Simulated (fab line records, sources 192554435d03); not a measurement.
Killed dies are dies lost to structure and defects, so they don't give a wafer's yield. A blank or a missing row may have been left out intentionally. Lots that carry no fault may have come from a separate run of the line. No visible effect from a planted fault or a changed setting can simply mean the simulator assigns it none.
Chamber matching :: flow n5 finfet :: N5_BEOL_M5_ETCH_61 on rie diel-03 has 4 sister chambers
The step etches SiARC in CF4, target depth 15.6 nm, time 26 s. 16 wafers are shown with their chamber, then 8 later ones without.

== EACH WAFER AND ITS CHAMBER ==
wafer: L076.2
chamber: 1
showerhead plenum p Torr (Torr): 2.16
drypump motor current A (A): 5.3
throttle valve pct (%): 15.46

wafer: L076.3
chamber: 0
showerhead plenum p Torr (Torr): 2.26
drypump motor current A (A): 5.7
throttle valve pct (%): 15.73

wafer: L076.5
chamber: 2
showerhead plenum p Torr (Torr): 2.23
drypump motor current A (A): 5.6
throttle valve pct (%): 15.96

wafer: L077.2
chamber: 2
showerhead plenum p Torr (Torr): 2.23
drypump motor current A (A): 5.7
throttle valve pct (%): 15.94

wafer: L077.3
chamber: 0
showerhead plenum p Torr (Torr): 2.25
drypump motor current A (A): 5.7
throttle valve pct (%): 15.72

wafer: L077.5
chamber: 0
showerhead plenum p Torr (Torr): 2.25
drypump motor current A (A): 5.7
throttle valve pct (%): 15.73

wafer: L085.4
chamber: 0
showerhead plenum p Torr (Torr): 2.25
drypump motor current A (A): 5.7
throttle valve pct (%): 15.75

wafer: L085.5
chamber: 1
showerhead plenum p Torr (Torr): 2.15
drypump motor current A (A): 5.3
throttle valve pct (%): 15.45

wafer: L085.6
chamber: 2
showerhead plenum p Torr (Torr): 2.23
drypump motor current A (A): 5.6
throttle valve pct (%): 15.96

wafer: L084.2
chamber: 3
showerhead plenum p Torr (Torr): 2.13
drypump motor current A (A): 5.9
throttle valve pct (%): 15.93

wafer: L084.3
chamber: 1
showerhead plenum p Torr (Torr): 2.15
drypump motor current A (A): 5.3
throttle valve pct (%): 15.46

wafer: L084.4
chamber: 0
showerhead plenum p Torr (Torr): 2.25
drypump motor current A (A): 5.7
throttle valve pct (%): 15.76

wafer: L086.2
chamber: 0
showerhead plenum p Torr (Torr): 2.25
drypump motor current A (A): 5.7
throttle valve pct (%): 15.78

wafer: L086.4
chamber: 3
showerhead plenum p Torr (Torr): 2.13
drypump motor current A (A): 5.9
throttle valve pct (%): 15.94

wafer: L086.5
chamber: 0
showerhead plenum p Torr (Torr): 2.25
drypump motor current A (A): 5.7
throttle valve pct (%): 15.77

wafer: L092.1
chamber: 1
showerhead plenum p Torr (Torr): 2.15
drypump motor current A (A): 5.3
throttle valve pct (%): 15.50

SIGNATURES (averages over the wafers above)
reading: showerhead plenum p Torr
chamber 0: 2.2514
chamber 1: 2.1525
chamber 2: 2.2300
chamber 3: 2.1300
scatter within a chamber: 0.00366

reading: drypump motor current A
chamber 0: 5.700
chamber 1: 5.300
chamber 2: 5.633
chamber 3: 5.900
scatter within a chamber: 0.0236

reading: throttle valve pct
chamber 0: 15.7486
chamber 1: 15.4675
chamber 2: 15.9533
chamber 3: 15.9350
scatter within a chamber: 0.0202
Rule: for each reading, subtract the chamber's mean from the wafer's reading, divide by that reading's scatter and square the result; add these up over the readings and take the root, which gives the wafer's distance from the chamber. If the next closest chamber is less than 2 further off than the closest, the wafer can't be placed; otherwise it belongs to the closest. The scatter: the root of (the sum of the squares of (reading less its chamber's mean) over the shown wafers, divided by (wafers less chambers)).

== WAFERS MISSING THEIR CHAMBER ==
wafer: L092.4
showerhead plenum p Torr (Torr): 2.25
drypump motor current A (A): 5.7
throttle valve pct (%): 15.77

wafer: L092.6
showerhead plenum p Torr (Torr): 2.22
drypump motor current A (A): 5.6
throttle valve pct (%): 15.98

wafer: L093.1
showerhead plenum p Torr (Torr): 2.22
drypump motor current A (A): 5.6
throttle valve pct (%): 16.00

wafer: L093.2
showerhead plenum p Torr (Torr): 2.13
drypump motor current A (A): 5.9
throttle valve pct (%): 15.95

wafer: L093.6
showerhead plenum p Torr (Torr): 2.22
drypump motor current A (A): 5.7
throttle valve pct (%): 15.97

wafer: L095.1
showerhead plenum p Torr (Torr): 2.15
drypump motor current A (A): 5.3
throttle valve pct (%): 15.50

wafer: L095.3
showerhead plenum p Torr (Torr): 2.24
drypump motor current A (A): 5.7
throttle valve pct (%): 15.79

wafer: L095.5
showerhead plenum p Torr (Torr): 2.15
drypump motor current A (A): 5.3
throttle valve pct (%): 15.52

== CHAMBER TAKEN BY EACH ==
wafer: L092.4
from the rows above: 0
in truth: 0

wafer: L092.6
from the rows above: 2
in truth: 2

wafer: L093.1
from the rows above: 2
in truth: 2

wafer: L093.2
from the rows above: 3
in truth: 3

wafer: L093.6
from the rows above: 2
in truth: 2

wafer: L095.1
from the rows above: 1
in truth: 1

wafer: L095.3
from the rows above: 0
in truth: 0

wafer: L095.5
from the rows above: 1
in truth: 1
8 of 8 placed correctly. From these rows, 0 cannot be placed. Number placed wrongly: 0.
